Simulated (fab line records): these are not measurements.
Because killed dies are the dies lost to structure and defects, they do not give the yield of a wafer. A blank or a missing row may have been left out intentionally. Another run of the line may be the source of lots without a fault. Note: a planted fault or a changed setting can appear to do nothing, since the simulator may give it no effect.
Which tool did it?    flow n5Finfet    Sampling: 10 lots, 30 wafers, 2 of 1938 route steps

== WHAT THE GAUGES READ, wafer by wafer ==
N5_MIM_TOP_LITHO_CD_MEAS_08: the cd target is 2000 nm.
lot   measured      on        cdNm (nm)
L356  day 12 10:50  cdSem-02  1998.1 2001.8 1999.7
L357  day 12 15:20  cdSem-03  1997.7 1997.1 1997.8
L361  day 13 14:06  cdSem-03  1999.5 2001.1 2000.1
L362  day 13 21:02  cdSem-01  1999.8 1999.1 1999.8
L369  day 15 13:47  cdSem-03  2000.2 1999.8 2002.7
L370  day 15 15:55  cdSem-03  2001.7 2000.4 1999.2
L375  day 16 09:08  cdSem-02  1998.1 2000.0 1998.4
L373  day 16 13:23  cdSem-02  1998.3 1999.5 1999.4
L376  day 17 06:41  cdSem-02  2001.0 2000.0 2001.2
L371  day 18 05:26  cdSem-01  2000.4 1999.3 1998.6

== WHAT TOOL EACH LOT RAN ON (gives the tool, then ch and the chambers of the sampled wafers, and finally the start) ==
lot   N5_MIM_BOT_SPUTTER_00
L356  pvdSputter-03, day 12 09:22
L357  pvdSputter-03, day 12 13:32
L361  pvdSputter-03, day 13 12:46
L362  pvdSputter-01, day 13 19:38
L369  pvdSputter-03, day 15 12:29
L370  pvdSputter-02, day 15 12:41
L375  pvdSputter-02, day 16 07:50
L373  pvdSputter-02, day 16 11:40
L376  pvdSputter-02, day 17 05:40
L371  pvdSputter-03, day 18 03:27
- N5_MIM_BOT_SPUTTER_00: material TiN, target thk 35 nm, time 89.7 s.

== AS READ BY THE TOOLS THEMSELVES (means over the sampled wafers that have a number; for cases with no such wafer, the mark the record gives instead) ==
N5_MIM_BOT_SPUTTER_00.
lot   tool           throttleValvePct (%)
L356  pvdSputter-03  29.6
L357  pvdSputter-03  31.7
L361  pvdSputter-03  31.2
L362  pvdSputter-01  29.7
L369  pvdSputter-03  31.3
L370  pvdSputter-02  30.5
L375  pvdSputter-02  29.7
L373  pvdSputter-02  29.8
L376  pvdSputter-02  30.5
L371  pvdSputter-03  31.3

== THE ANSWER, worked out from the rows above alone ==
Rule: usual is defined by the lots themselves. The widest of any qualifying gaps counts: lots, ordered by their means at a reading, are off when they make up no more than a third of the lots, leave a main group of 4 or more, and stand apart from it by 3 or more times the standard deviation of that group's means. The tables above print the reading to a certain number of digits; a main group whose means all agree to those digits is not used. A lot without any number at a reading at which 4 lots or more have one is off too. Where the step has rows for the other lots, those lots are counted as sound. After the gauges, taken in route order, come the tools' own readings; for these a lot's mean is taken, as printed above. At the first step where some lot is off, the reading lying furthest off is the one used; lots without a number count as furthest.
Nothing can be told from this: no lot is off at any reading shown.

== WHAT WAS PUT IN BY THE SIMULATOR ==
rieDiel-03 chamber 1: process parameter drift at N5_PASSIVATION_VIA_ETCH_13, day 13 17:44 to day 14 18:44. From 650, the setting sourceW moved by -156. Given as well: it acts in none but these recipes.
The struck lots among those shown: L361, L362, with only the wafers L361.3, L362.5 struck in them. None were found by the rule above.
